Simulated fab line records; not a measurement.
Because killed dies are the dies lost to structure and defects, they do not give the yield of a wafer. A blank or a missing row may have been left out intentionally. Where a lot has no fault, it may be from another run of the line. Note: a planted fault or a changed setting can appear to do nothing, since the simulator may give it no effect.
Chamber matching    flow n5 finfet    N5_BEOL_M0_CUTY_ETCH_63 on rie diel-01: 4 sister chambers
The step etches SOC in N2/H2, target depth 82.7 nm, overetch 16.5 nm, time 124 s. 8 wafers are shown with their chamber, then 11 later ones without.

WAFERS PAIRED WITH THEIR CHAMBERS
wafer   chamber  showerhead plenum p Torr (Torr)  throttle valve pct (%)
L080.2  1        2.70                             17.56
L084.3  2        2.61                             18.20
L083.2  2        2.61                             18.20
L085.6  0        2.42                             18.05
L086.3  3        2.66                             17.82
L086.4  1        2.69                             17.59
L086.5  0        2.42                             18.04
L087.1  3        2.66                             17.84

WAFERS WHOSE CHAMBER IS MISSING
wafer   showerhead plenum p Torr (Torr)  throttle valve pct (%)
L087.4  2.66                             17.83
L087.5  2.69                             17.59
L089.1  2.69                             17.58
L089.2  2.65                             17.87
L089.4  2.61                             18.20
L092.4  2.42                             18.07
L092.5  2.65                             17.88
L092.6  2.42                             18.07
L096.1  2.41                             18.08
L096.3  2.68                             17.62
L096.4  2.65                             17.88

WHICH CHAMBER EACH ONE RAN IN
wafer   from the rows above  in truth
L087.4  3                    3
L087.5  1                    1
L089.1  1                    1
L089.2  3                    3
L089.4  2                    2
L092.4  0                    0
L092.5  3                    3
L092.6  0                    0
L096.1  0                    0
L096.3  1                    1
L096.4  3                    3
Correct placement for 11 of the 11. Left unplaced by these rows: 0. Placed wrongly: 0.
How it was worked out, from the rows above alone: a wafer's distance from a chamber is the root of the sum, over the readings, of the square of ((its reading less the chamber's mean) divided by the reading's scatter). If the next closest chamber is less than 2 further off than the closest, the wafer can't be placed; otherwise it belongs to the closest. A chamber's mean is the mean of its shown wafers. The scatter: the root of (the sum of the squares of (reading less its chamber's mean) over the shown wafers, divided by (wafers less chambers)).
